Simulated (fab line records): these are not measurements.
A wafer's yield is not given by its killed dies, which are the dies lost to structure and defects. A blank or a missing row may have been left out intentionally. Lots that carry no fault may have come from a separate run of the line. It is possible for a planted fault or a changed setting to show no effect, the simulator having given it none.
fab line records	flow nand-harc
record: lots: 24	wafers: 72	last-day: 24
route steps=1159 shown A_CONTACT@868
lots that met no fault: from a run of the same line without faults
start-h: the number of hours between the record's first day and the start of the first shown wafer of the lot	wait-h: hours elapsed since this lot's preceding step	" same as the row above	L1.1+2: a row that stands for several wafers	- no value present, or no start provided	* or withheld: withheld	< > ~ a bound
route shown NAME@n: a module of which the file shows steps, and the number in the route of the first	usual: mean/standard deviation of fault-free wafers	same: alike in all rows	chamber/n: place in a boat	sites: per-site readings	_std_site: standard deviation across them	_edge_site: outer sites' mean less inner sites'	radius-mm: how far each site lies from the wafer's centre	mask NAME#n: copy n	behind: the tool/chamber that last shaped the wafer	hold: reason for holding the lot/hours on hold/outcome of the hold	device: the n, p or np transistor that did not switch	end of line: tests of these same wafers at the route's end	a step with no rows: only its recipe	killed: dies lost to structure and defects at the first sort, not the wafer's yield	map: per-die view of a wafer (x killed, . not killed, _ where there is no die)
set.NAME: the run value of the setting; set.NAME@STEP: its run value at that earlier step	model.NAME: the simulator's own value behind a step, which no gauge read
steps of the route over a sample of lots; a table a step, a row a wafer
services: the hour from which a tool's chamber was out of use, counted from the record's first day as start-h (under 0 if before that day), plus the number of hours and why
== steps ==
step: NHARC_A_CONTACT_ETCH_117
recipe: source-w: withheld	pressure-mtorr: 20	bias-v: 3000	time-s: 94	target-depth-a: 9220	ar-flow-sccm: withheld	c4f8-flow-sccm: withheld	o2-flow-sccm: withheld	chemistry: C4F8/O2/Ar
lot.wafer	tool	chamber	start-h	wait-h	rf-hours-counter-h
L074.4	har-cap-etch-03	0	363.16	0.1	-
L074.6	"	1	"	"	-
L074.5	"	0	"	"	-
L076.2	har-cap-etch-01	1	374.43	0.1	57
L076.1	"	0	"	"	57
L076.6	"	1	"	"	-
L075.2	har-cap-etch-03	1	374.49	0.1	83
L075.4	"	0	"	"	-
L075.6	"	1	"	"	-
L077.1	har-cap-etch-03	1	378.86	0.1	84
L077.2	"	0	"	"	84
L077.5	"	0	"	"	-
L079.1	har-cap-etch-02	1	385.82	0.1	12
L079.3	"	1	"	"	-
L079.6	"	0	"	"	-
L080.2	har-cap-etch-03	1	386.07	0.1	87
L080.3	"	0	"	"	-
L080.6	"	1	"	"	-
L078.2	har-cap-etch-01	1	391.29	0.1	62
L078.3	"	0	"	"	-
L078.4	"	1	"	"	-
L081.2	har-cap-etch-02	1	408.79	0.1	17
L081.3	"	1	"	"	-
L081.4	"	0	"	"	-
L082.1	har-cap-etch-03	1	422.52	0.1	93
L082.6	"	0	"	"	-
L082.5	"	1	"	"	-
L083.1	har-cap-etch-02	1	422.59	0.1	18
L083.2	"	0	"	"	18
L083.5	"	0	"	"	-
L084.3	har-cap-etch-03	1	427.86	0.1	-
L084.6	"	1	"	"	-
L084.5	"	0	"	"	-
L086.1	har-cap-etch-03	1	434.08	0.1	95
L086.2	"	0	"	"	95
L086.4	"	0	"	"	-
L087.1	har-cap-etch-02	0	435.04	0.1	20
L087.4	"	0	"	"	-
L087.5	"	0	"	"	-
L088.2	har-cap-etch-03	1	442.36	0.1	97
L088.4	"	1	"	"	-
L088.5	"	1	"	"	-
L085.1	har-cap-etch-02	0	443.54	0.1	22
L085.4	"	1	"	"	-
L085.6	"	1	"	"	-
L090.1	har-cap-etch-02	0	462.06	0.1	25
L090.3	"	1	"	"	-
L090.5	"	1	"	"	-
L089.1	har-cap-etch-03	1	462.35	0.1	101
L089.4	"	0	"	"	-
L089.5	"	1	"	"	-
L091.4	har-cap-etch-03	0	472.59	0.1	-
L091.5	"	1	"	"	-
L091.6	"	0	"	"	-
L092.2	har-cap-etch-02	1	474.29	0.1	27
L092.3	"	1	"	"	-
L092.6	"	0	"	"	-
L094.2	har-cap-etch-01	0	499.89	0.1	77
L094.3	"	0	"	"	-
L094.4	"	1	"	"	-
L095.2	har-cap-etch-03	1	502.71	0.1	105
L095.1	"	0	"	"	105
L095.3	"	1	"	"	-
L093.1	har-cap-etch-01	1	508.59	0.1	78
L093.3	"	0	"	"	-
L093.4	"	1	"	"	-
L096.2	har-cap-etch-02	0	510.61	0.1	32
L096.5	"	1	"	"	-
L096.6	"	0	"	"	-
L097.1	har-cap-etch-01	0	512.63	0.1	79
L097.3	"	0	"	"	-
L097.5	"	0	"	"	-
step: NHARC_A_CONTACT_ETCH_102
recipe: target-depth-a: 700	overetch-a: 70	time-s: 38.5	ion-energy-ev: 100	cf4-flow-sccm: 80	o2-flow-sccm: 20	ar-flow-sccm: 0	rf-w: 300	bias-w: 100	chemistry: CF4/O2
usual: drypump-motor-current-A: 5.77/0.28	oes-product-au: 1.000/0.0083	rf-vpp-V: 198.3/1.5	showerhead-plenum-p-Torr: 1.37/0.055	throttle-valve-pct: 13.398/0.0078
lot.wafer	tool	chamber	start-h	wait-h	drypump-motor-current-A	oes-product-au	rf-hours-counter-h	rf-vpp-V	showerhead-plenum-p-Torr	throttle-valve-pct
L074.4	rie-diel-10	0	364.78	0.1	5.29	0.992	0	198.4	1.41	13.400
L074.6	"	2	"	"	6.02	1.001	-	198.5	1.38	13.394
L074.5	"	3	"	"	5.86	0.999	-	198.9	1.42	13.395
L076.1	rie-diel-10	3	376.48	0.1	5.90	0.991	2	199.5	1.42	13.391
L076.2	"	0	"	"	5.30	0.988	2	200.0	1.41	13.395
L076.6	"	2	"	"	6.03	1.010	-	199.1	1.38	13.388
L075.2	rie-diel-10	2	376.71	0.2	6.00	0.999	3	197.5	1.38	13.404
L075.4	"	0	"	"	5.31	0.992	2	198.8	1.41	13.386
L075.6	"	2	"	"	6.02	1.005	-	197.7	1.38	13.396
L077.1	rie-diel-07	2	380.96	0.1	6.05	1.005	47	195.5	1.26	13.402
L077.2	"	3	"	"	5.70	1.005	44	200.2	1.36	13.402
L077.5	"	1	"	"	5.62	0.987	-	194.4	1.25	13.393
L079.3	rie-diel-03	1	387.51	0.1	5.77	1.001	66	199.1	1.42	13.394
L079.1	"	0	"	"	5.48	1.003	64	197.2	1.35	13.408
L079.6	"	2	"	"	5.74	0.999	-	198.1	1.35	13.418
L080.2	rie-diel-10	1	387.74	0.1	5.59	1.006	5	197.4	1.33	13.405
L080.3	"	3	"	"	5.87	0.992	5	201.7	1.42	13.398
L080.6	"	2	"	"	6.03	1.008	-	198.3	1.38	13.381
L078.2	rie-diel-07	2	393.02	0.1	6.05	1.015	51	196.4	1.26	13.406
L078.4	"	3	"	"	5.69	1.015	48	197.8	1.36	13.398
L078.3	"	0	"	"	6.23	1.001	52	199.9	1.43	13.408
L081.2	rie-diel-10	3	410.88	0.1	5.89	0.999	11	199.2	1.42	13.393
L081.4	"	0	"	"	5.28	1.006	11	199.7	1.40	13.396
L081.3	"	1	"	"	5.63	1.011	12	198.0	1.33	13.384
L082.1	rie-diel-10	3	424.19	0.1	5.89	0.988	12	200.4	1.42	13.403
L082.6	"	2	"	"	6.05	1.003	-	199.0	1.37	13.400
L082.5	"	3	"	"	5.87	1.004	-	200.0	1.42	13.386
L083.2	rie-diel-10	2	424.43	0.2	6.08	1.017	13	198.4	1.37	13.407
L083.1	"	0	"	"	5.33	1.005	13	199.5	1.40	13.392
L083.5	"	2	"	"	5.98	1.011	-	200.8	1.37	13.402
L084.3	rie-diel-10	2	429.49	0.1	6.01	1.015	14	198.0	1.37	13.395
L084.5	"	0	"	"	5.29	0.991	-	199.3	1.40	13.391
L084.6	"	1	"	"	5.62	1.000	-	197.2	1.33	13.388
L086.4	rie-diel-10	2	436.32	0.1	6.06	0.993	16	197.8	1.37	13.401
L086.1	"	3	"	"	5.87	0.989	16	199.8	1.42	13.400
L086.2	"	0	"	"	5.31	0.990	17	199.8	1.40	13.402
L087.1	rie-diel-07	0	436.93	0.1	6.23	0.980	8	198.2	1.43	13.402
L087.5	"	1	"	"	5.58	1.005	-	196.4	1.24	13.400
L087.4	"	0	"	"	6.22	0.990	-	201.2	1.43	13.391
L088.2	rie-diel-10	0	444.04	0.1	5.30	0.987	18	199.7	1.40	13.399
L088.4	"	2	"	"	6.08	0.997	18	198.1	1.37	13.410
L088.5	"	3	"	"	5.84	0.993	-	199.2	1.42	13.405
L085.1	rie-diel-07	0	445.32	0.1	6.25	0.996	13	200.0	1.43	13.393
L085.6	"	2	"	"	6.04	0.999	-	196.9	1.26	13.402
L085.4	"	0	"	"	6.18	0.989	-	199.7	1.43	13.402
L090.3	rie-diel-07	3	463.73	0.1	5.67	0.996	20	197.1	1.35	13.405
L090.1	"	0	"	"	6.27	0.986	21	199.8	1.43	13.388
L090.5	"	2	"	"	6.04	0.990	-	196.5	1.26	13.392
L089.4	rie-diel-10	3	464.00	0.1	5.89	1.004	21	200.2	1.41	13.396
L089.1	"	2	"	"	6.04	1.008	22	199.1	1.37	13.405
L089.5	"	3	"	"	5.88	1.006	-	199.5	1.41	13.393
L091.4	rie-diel-10	3	474.21	0.1	5.89	1.009	23	199.6	1.41	13.407
L091.6	"	3	"	"	5.86	1.003	-	199.7	1.41	13.403
L091.5	"	0	"	"	5.28	1.005	-	199.0	1.40	13.406
L092.2	rie-diel-07	0	475.99	0.1	6.22	0.986	24	200.3	1.43	13.400
L092.3	"	1	"	"	5.59	0.994	17	195.7	1.24	13.399
L092.6	"	0	"	"	6.24	0.988	-	198.7	1.43	13.411
L094.3	rie-diel-03	0	501.67	0.1	5.46	1.004	33	197.5	1.34	13.392
L094.2	"	2	"	"	5.73	1.000	32	198.1	1.34	13.405
L094.4	"	3	"	"	6.05	1.011	32	198.6	1.36	13.382
L095.2	rie-diel-10	0	504.51	0.1	5.33	0.984	29	199.7	1.40	13.394
L095.3	"	1	"	"	5.65	1.003	31	197.5	1.32	13.407
L095.1	"	3	"	"	5.89	0.989	28	198.7	1.41	13.397
L093.4	rie-diel-10	3	510.24	0.1	5.88	1.007	29	200.4	1.41	13.393
L093.3	"	0	"	"	5.28	0.999	30	199.1	1.40	13.396
L093.1	"	2	"	"	6.03	1.002	29	197.2	1.37	13.392
L096.2	rie-diel-10	2	512.46	0.1	6.06	1.013	30	199.0	1.37	13.407
L096.5	"	2	"	"	6.05	1.002	-	198.9	1.37	13.404
L096.6	"	3	"	"	5.88	0.992	-	199.3	1.41	13.404
L097.3	rie-diel-10	1	514.58	0.1	5.63	0.996	34	196.0	1.32	13.409
L097.1	"	3	"	"	5.88	0.994	31	199.2	1.41	13.396
L097.5	"	1	"	"	5.61	0.998	-	198.4	1.32	13.380
step: NHARC_A_CONTACT_ETCH_129
recipe: source-w: withheld	pressure-mtorr: 20	bias-v: 1200	time-s: 155	target-depth-a: 9560	ar-flow-sccm: withheld	c4f8-flow-sccm: withheld	o2-flow-sccm: withheld	chemistry: C4F8/O2/Ar
lot.wafer	tool	chamber	start-h	wait-h	rf-hours-counter-h
L074.4	har-cap-etch-01	0	370.11	0.1	-
L074.5	"	0	"	"	-
L074.6	"	1	"	"	-
L076.1	har-cap-etch-03	1	382.33	0.1	86
L076.2	"	0	"	"	86
L076.6	"	1	"	"	-
L075.2	har-cap-etch-01	1	382.33	0.1	60
L075.4	"	1	"	"	-
L075.6	"	1	"	"	-
L077.1	har-cap-etch-02	0	389.80	0.2	13
L077.2	"	1	"	"	13
L077.5	"	1	"	"	-
L079.1	har-cap-etch-02	1	395.33	0.2	15
L079.3	"	1	"	"	-
L079.6	"	1	"	"	-
L080.2	har-cap-etch-03	1	395.38	0.1	90
L080.3	"	1	"	"	-
L080.6	"	1	"	"	-
L078.2	har-cap-etch-03	1	398.95	0.1	91
L078.4	"	1	"	"	-
L078.3	"	0	"	"	-
L081.2	har-cap-etch-01	0	418.02	0.1	64
L081.4	"	0	"	"	-
L081.3	"	1	"	"	-
L082.1	har-cap-etch-02	1	429.55	0.1	19
L082.6	"	1	"	"	-
L082.5	"	0	"	"	-
L083.2	har-cap-etch-01	1	430.98	0.1	66
L083.1	"	0	"	"	66
L083.5	"	1	"	"	-
L084.3	har-cap-etch-01	0	435.35	0.1	-
L084.5	"	1	"	"	-
L084.6	"	0	"	"	-
L086.1	har-cap-etch-01	0	442.82	0.2	69
L086.2	"	1	"	"	69
L086.4	"	0	"	"	-
L087.1	har-cap-etch-01	1	445.52	0.1	70
L087.4	"	1	"	"	-
L087.5	"	1	"	"	-
L088.2	har-cap-etch-03	1	449.49	0.1	99
L088.4	"	0	"	"	-
L088.5	"	0	"	"	-
L085.1	har-cap-etch-01	0	450.70	0.1	72
L085.4	"	0	"	"	-
L085.6	"	1	"	"	-
L089.1	har-cap-etch-02	1	470.35	0.1	26
L089.4	"	1	"	"	-
L089.5	"	0	"	"	-
L090.1	har-cap-etch-01	1	470.48	0.2	74
L090.3	"	0	"	"	-
L090.5	"	0	"	"	-
L091.4	har-cap-etch-02	1	479.87	0.1	-
L091.6	"	1	"	"	-
L091.5	"	0	"	"	-
L092.2	har-cap-etch-01	0	481.47	0.1	76
L092.3	"	1	"	"	-
L092.6	"	1	"	"	-
L094.2	har-cap-etch-02	0	507.01	0.1	31
L094.4	"	1	"	"	-
L094.3	"	0	"	"	-
L095.2	har-cap-etch-03	0	509.85	0.1	106
L095.1	"	1	"	"	106
L095.3	"	0	"	"	-
L093.1	har-cap-etch-02	0	515.75	0.2	33
L093.4	"	0	"	"	-
L093.3	"	1	"	"	-
L096.2	har-cap-etch-02	0	518.61	0.2	35
L096.6	"	0	"	"	-
L096.5	"	1	"	"	-
L097.1	har-cap-etch-01	1	522.21	0.1	83
L097.3	"	1	"	"	-
L097.5	"	1	"	"	-
step: NHARC_A_CONTACT_ETCH_130
recipe: source-w: withheld	pressure-mtorr: 20	bias-v: 1200	time-s: 155	target-depth-a: 9560	ar-flow-sccm: withheld	c4f8-flow-sccm: withheld	o2-flow-sccm: withheld	chemistry: C4F8/O2/Ar
lot.wafer	tool	chamber	start-h	wait-h	rf-hours-counter-h
L074.4	har-cap-etch-01	0	370.25	0.1	-
L074.5	"	0	"	"	-
L074.6	"	1	"	"	-
L075.2	har-cap-etch-01	1	382.47	0.1	60
L075.4	"	1	"	"	-
L075.6	"	1	"	"	-
L076.1	har-cap-etch-03	1	382.47	0.1	86
L076.2	"	0	"	"	86
L076.6	"	1	"	"	-
L077.1	har-cap-etch-02	0	389.99	0.2	13
L077.2	"	1	"	"	13
L077.5	"	1	"	"	-
L079.1	har-cap-etch-02	1	395.51	0.2	15
L079.3	"	1	"	"	-
L079.6	"	1	"	"	-
L080.2	har-cap-etch-03	1	395.53	0.1	90
L080.3	"	1	"	"	-
L080.6	"	1	"	"	-
L078.2	har-cap-etch-03	1	399.09	0.1	91
L078.4	"	1	"	"	-
L078.3	"	0	"	"	-
L081.2	har-cap-etch-01	0	418.16	0.1	64
L081.4	"	0	"	"	-
L081.3	"	1	"	"	-
L082.1	har-cap-etch-02	1	429.69	0.1	19
L082.6	"	1	"	"	-
L082.5	"	0	"	"	-
L083.2	har-cap-etch-01	1	431.12	0.1	67
L083.1	"	0	"	"	67
L083.5	"	1	"	"	-
L084.3	har-cap-etch-01	0	435.49	0.1	-
L084.5	"	1	"	"	-
L084.6	"	0	"	"	-
L086.1	har-cap-etch-01	0	443.01	0.2	69
L086.2	"	1	"	"	69
L086.4	"	0	"	"	-
L087.1	har-cap-etch-01	1	445.66	0.1	71
L087.4	"	1	"	"	-
L087.5	"	1	"	"	-
L088.2	har-cap-etch-03	1	449.63	0.1	99
L088.4	"	0	"	"	-
L088.5	"	0	"	"	-
L085.1	har-cap-etch-01	0	450.84	0.1	72
L085.4	"	0	"	"	-
L085.6	"	1	"	"	-
L089.1	har-cap-etch-02	1	470.49	0.1	26
L089.4	"	1	"	"	-
L089.5	"	0	"	"	-
L090.1	har-cap-etch-01	1	470.67	0.2	74
L090.3	"	0	"	"	-
L090.5	"	0	"	"	-
L091.4	har-cap-etch-02	1	480.02	0.1	-
L091.6	"	1	"	"	-
L091.5	"	0	"	"	-
L092.2	har-cap-etch-01	0	481.62	0.1	76
L092.3	"	1	"	"	-
L092.6	"	1	"	"	-
L094.2	har-cap-etch-02	0	507.15	0.1	31
L094.4	"	1	"	"	-
L094.3	"	0	"	"	-
L095.2	har-cap-etch-03	0	509.99	0.1	106
L095.1	"	1	"	"	106
L095.3	"	0	"	"	-
L093.1	har-cap-etch-02	0	515.94	0.2	33
L093.4	"	0	"	"	-
L093.3	"	1	"	"	-
L096.2	har-cap-etch-02	0	518.80	0.2	35
L096.6	"	0	"	"	-
L096.5	"	1	"	"	-
L097.1	har-cap-etch-01	1	522.35	0.1	83
L097.3	"	1	"	"	-
L097.5	"	1	"	"	-
step: NHARC_A_CONTACT_ETCH_91
recipe: target-depth-a: 400	over-etch-frac: 0.5	time-s: 85.7	ion-energy-ev: 120	ch3f-flow-sccm: 50	o2-flow-sccm: 30	ar-flow-sccm: 200	rf-w: 500	bias-w: 100	chemistry: CH3F/O2
usual: ch3f-flow-sccm: 49.99/0.14	drypump-motor-current-A: 5.76/0.27	oes-product-au: 0.95/0.035	rf-vpp-V: 245.0/1.6	showerhead-plenum-p-Torr: 2.51/0.092	throttle-valve-pct: 20.662/0.0098
lot.wafer	tool	chamber	start-h	wait-h	ch3f-flow-sccm	drypump-motor-current-A	oes-product-au	rf-hours-counter-h	rf-vpp-V	showerhead-plenum-p-Torr	throttle-valve-pct
L074.4	rie-diel-07	3	371.21	0.4	49.87	5.69	0.93	38	245.0	2.51	20.666
L074.6	"	2	"	"	50.10	6.03	0.94	-	241.6	2.33	20.659
L074.5	"	3	"	"	50.10	5.71	0.93	-	244.5	2.51	20.650
L075.2	rie-diel-10	0	383.47	0.5	50.12	5.31	0.92	4	247.7	2.59	20.660
L075.4	"	1	"	"	49.94	5.60	0.93	4	244.4	2.45	20.657
L075.6	"	1	"	"	50.27	5.62	0.93	-	245.0	2.45	20.674
L076.1	rie-diel-07	3	383.50	0.6	50.00	5.67	0.93	45	243.8	2.50	20.679
L076.2	"	0	"	"	50.03	6.28	0.93	48	246.7	2.64	20.653
L076.6	"	1	"	"	50.31	5.56	0.93	-	241.1	2.30	20.664
L077.2	rie-diel-10	1	391.22	0.5	49.97	5.61	0.92	7	244.5	2.44	20.651
L077.1	"	3	"	"	49.81	5.87	0.91	7	247.7	2.61	20.659
L077.5	"	1	"	"	49.93	5.63	0.92	-	244.2	2.44	20.673
L080.3	rie-diel-10	1	396.53	0.4	50.29	5.63	0.93	8	244.5	2.44	20.680
L080.2	"	2	"	"	49.82	6.06	0.93	8	244.6	2.53	20.674
L080.6	"	0	"	"	49.90	5.30	0.92	-	246.7	2.59	20.664
L079.1	rie-diel-10	0	396.89	0.7	49.93	5.31	0.92	8	244.4	2.59	20.676
L079.3	"	2	"	"	49.58	6.05	0.92	9	244.8	2.53	20.665
L079.6	"	1	"	"	50.19	5.65	0.92	-	244.6	2.44	20.671
L078.4	rie-diel-10	3	400.10	0.4	49.97	5.92	0.92	9	246.9	2.61	20.654
L078.3	"	0	"	"	50.10	5.30	0.92	9	246.4	2.59	20.667
L078.2	"	1	"	"	49.97	5.63	0.92	9	244.4	2.44	20.652
L081.3	rie-diel-03	3	419.18	0.4	50.26	6.05	1.02	6	244.7	2.51	20.661
L081.2	"	0	"	"	49.98	5.48	1.01	4	244.7	2.49	20.672
L081.4	"	3	"	"	50.08	6.05	1.01	-	244.9	2.51	20.670
L082.1	rie-diel-10	0	430.68	0.5	49.80	5.31	0.91	15	247.2	2.58	20.666
L082.6	"	0	"	"	49.98	5.30	0.93	-	246.6	2.58	20.664
L082.5	"	1	"	"	50.06	5.65	0.94	-	243.7	2.44	20.663
L083.2	rie-diel-10	1	432.12	0.5	50.03	5.64	0.94	15	245.4	2.44	20.655
L083.1	"	2	"	"	50.07	6.01	0.94	15	247.1	2.53	20.670
L083.5	"	1	"	"	50.21	5.66	0.94	-	243.0	2.44	20.655
L084.3	rie-diel-03	0	436.43	0.4	50.05	5.48	1.00	10	243.3	2.48	20.652
L084.5	"	3	"	"	49.96	6.06	1.00	-	245.0	2.50	20.657
L084.6	"	0	"	"	49.95	5.48	0.99	-	244.5	2.48	20.664
L086.2	rie-diel-10	2	444.27	0.6	49.84	6.09	0.93	18	247.3	2.53	20.663
L086.4	"	3	"	"	49.90	5.86	0.93	17	247.0	2.60	20.677
L086.1	"	1	"	"	49.91	5.66	0.93	19	243.7	2.44	20.654
L087.1	rie-diel-07	2	446.69	0.6	49.71	6.03	0.92	13	242.2	2.32	20.656
L087.4	"	3	"	"	49.88	5.70	1.01	-	246.0	2.50	20.666
L087.5	"	0	"	"	50.02	6.27	0.91	-	247.5	2.63	20.660
L088.4	rie-diel-10	2	450.65	0.4	49.84	6.06	0.92	20	246.0	2.53	20.639
L088.2	"	3	"	"	50.20	5.88	0.93	18	246.2	2.60	20.655
L088.5	"	0	"	"	49.94	5.32	0.92	-	245.1	2.58	20.646
L085.4	rie-diel-10	1	451.84	0.4	50.10	5.60	1.00	21	246.3	2.44	20.655
L085.1	"	3	"	"	50.18	5.90	1.00	19	244.4	2.60	20.676
L085.6	"	2	"	"	50.03	6.05	1.00	-	244.1	2.53	20.657
L089.1	rie-diel-03	0	471.55	0.6	50.12	5.47	1.01	24	243.7	2.48	20.663
L089.4	"	1	"	"	49.86	5.78	1.00	24	246.5	2.60	20.676
L089.5	"	3	"	"	50.27	6.10	1.01	-	244.3	2.50	20.659
L090.1	rie-diel-10	2	471.87	0.5	50.00	6.02	1.00	24	245.9	2.53	20.672
L090.3	"	1	"	"	49.88	5.64	1.00	25	243.5	2.44	20.644
L090.5	"	2	"	"	50.30	6.06	1.01	-	246.3	2.52	20.665
L091.4	rie-diel-03	1	480.98	0.4	50.10	5.76	0.93	27	245.7	2.60	20.651
L091.6	"	0	"	"	49.96	5.48	0.93	-	244.7	2.48	20.671
L091.5	"	1	"	"	50.00	5.78	0.92	-	246.4	2.60	20.681
L092.2	rie-diel-07	1	482.61	0.5	49.92	5.61	0.92	18	242.9	2.29	20.646
L092.3	"	0	"	"	49.95	6.28	0.91	26	245.0	2.63	20.654
L092.6	"	2	"	"	49.88	6.03	0.93	-	241.2	2.31	20.666
L094.3	rie-diel-07	3	508.15	0.4	50.09	5.68	0.92	31	246.6	2.49	20.671
L094.2	"	0	"	"	49.72	6.27	0.92	36	247.2	2.62	20.661
L094.4	"	1	"	"	50.00	5.61	0.93	30	241.2	2.28	20.662
L095.2	rie-diel-10	0	511.08	0.6	50.03	5.31	0.92	31	244.3	2.58	20.665
L095.1	"	2	"	"	50.15	6.10	0.93	30	245.0	2.52	20.659
L095.3	"	3	"	"	50.13	5.90	0.93	30	246.3	2.60	20.670
L093.1	rie-diel-10	0	517.22	0.7	49.88	5.33	0.92	32	246.7	2.58	20.669
L093.4	"	1	"	"	50.06	5.61	0.92	34	244.8	2.43	20.649
L093.3	"	2	"	"	49.92	6.00	0.93	31	247.6	2.52	20.673
L096.2	rie-diel-10	0	519.85	0.5	49.93	5.31	0.92	32	245.1	2.58	20.662
L096.6	"	3	"	"	49.98	5.89	0.92	-	245.6	2.60	20.669
L096.5	"	0	"	"	49.92	5.31	0.92	-	247.2	2.58	20.656
L097.3	rie-diel-03	0	523.34	0.4	50.05	5.49	1.01	45	245.3	2.47	20.661
L097.1	"	1	"	"	49.66	5.77	1.00	46	246.7	2.59	20.662
L097.5	"	2	"	"	49.95	5.77	1.00	-	244.8	2.47	20.660
step: NHARC_A_CONTACT_DEP_85
recipe: target-thk-a: 500	target-thk-nm: 50	temp-c: 400	pressure-torr: 3.5	flow-sccm: 200	rf-w: 350	material: SiON
usual: heater-power-w: 773/110
lot.wafer	tool	chamber	start-h	wait-h	heater-power-w
L074.4	pecvd-03	2	374.64	0.5	790
L074.5	"	0	"	"	793
L074.6	"	1	"	"	822
L075.2	pecvd-01	2	387.79	0.9	757
L075.6	"	0	"	"	890
L075.4	"	2	"	"	759
L076.1	pecvd-03	2	388.81	1.1	694
L076.2	"	1	"	"	890
L076.6	"	2	"	"	701
L077.1	pecvd-01	1	395.19	1.1	649
L077.2	"	2	"	"	693
L077.5	"	0	"	"	946
L080.2	pecvd-04	2	399.36	0.9	897
L080.3	"	1	"	"	732
L080.6	"	2	"	"	863
L079.3	pecvd-04	1	400.45	0.7	686
L079.1	"	2	"	"	819
L079.6	"	0	"	"	879
L078.2	pecvd-04	0	402.71	0.9	966
L078.3	"	1	"	"	641
L078.4	"	1	"	"	645
L081.2	pecvd-04	1	422.54	1.8	704
L081.3	"	0	"	"	917
L081.4	"	0	"	"	957
L082.1	pecvd-04	1	433.20	1.1	664
L082.5	"	2	"	"	760
L082.6	"	1	"	"	635
L083.2	pecvd-04	2	436.38	0.9	817
L083.1	"	0	"	"	951
L083.5	"	0	"	"	983
L084.3	pecvd-03	1	441.14	0.6	839
L084.5	"	1	"	"	844
L084.6	"	0	"	"	761
L086.2	pecvd-01	2	446.82	0.9	609
L086.1	"	1	"	"	633
L086.4	"	0	"	"	805
L087.1	pecvd-03	0	449.17	1.1	785
L087.4	"	1	"	"	866
L087.5	"	2	"	"	687
L088.2	pecvd-03	0	453.28	0.9	690
L088.4	"	2	"	"	764
L088.5	"	0	"	"	696
L085.1	pecvd-03	0	454.37	1.1	681
L085.6	"	2	"	"	675
L085.4	"	0	"	"	673
L089.1	pecvd-01	2	473.99	1.1	602
L089.5	"	1	"	"	659
L089.4	"	2	"	"	589
L090.3	pecvd-04	1	475.20	0.6	756
L090.1	"	2	"	"	776
L090.5	"	0	"	"	947
L091.4	pecvd-01	1	483.95	0.5	681
L091.5	"	2	"	"	708
L091.6	"	0	"	"	821
L092.3	pecvd-01	0	485.23	0.7	922
L092.2	"	1	"	"	624
L092.6	"	1	"	"	635
L094.2	pecvd-01	2	511.10	0.9	651
L094.3	"	0	"	"	956
L094.4	"	2	"	"	674
L095.1	pecvd-01	0	514.40	1.1	976
L095.3	"	1	"	"	620
L095.2	"	2	"	"	666
L093.1	pecvd-01	1	520.58	1.2	599
L093.3	"	0	"	"	910
L093.4	"	0	"	"	883
L096.2	pecvd-01	1	523.27	0.9	667
L096.5	"	2	"	"	699
L096.6	"	0	"	"	826
L097.3	pecvd-03	0	526.60	0.7	671
L097.1	"	1	"	"	924
L097.5	"	0	"	"	674
== services ==
tool	chamber	start-h	hours	kind
rie-diel-07	-	349.49	0.6	repair
rie-diel-10	-	353.58	9.0	pm
rie-diel-10	0	353.58	9.0	vent-cycle
rie-diel-10	1	353.58	9.0	vent-cycle
rie-diel-10	2	353.58	9.0	vent-cycle
rie-diel-10	3	353.58	9.0	vent-cycle
pecvd-04	0	354.95	16.5	repair
rie-diel-10	0	362.58	-	clean
rie-diel-10	1	362.58	-	clean
rie-diel-10	2	362.58	-	clean
rie-diel-10	3	362.58	-	clean
rie-diel-07	2	373.39	6.5	repair
pecvd-04	-	376.22	13.0	pm
rie-diel-03	-	392.30	9.0	pm
rie-diel-07	-	405.37	9.0	pm
pecvd-01	-	418.05	13.0	pm
rie-diel-03	0	424.32	3.2	repair
rie-diel-07	3	433.76	4.1	repair
rie-diel-03	3	446.94	8.8	repair
rie-diel-07	3	473.35	6.6	repair
pecvd-03	-	473.39	13.0	pm
rie-diel-10	2	490.97	14.2	repair
pecvd-04	0	517.96	4.8	repair
rie-diel-07	0	521.92	3.5	repair
== key ==
fault none
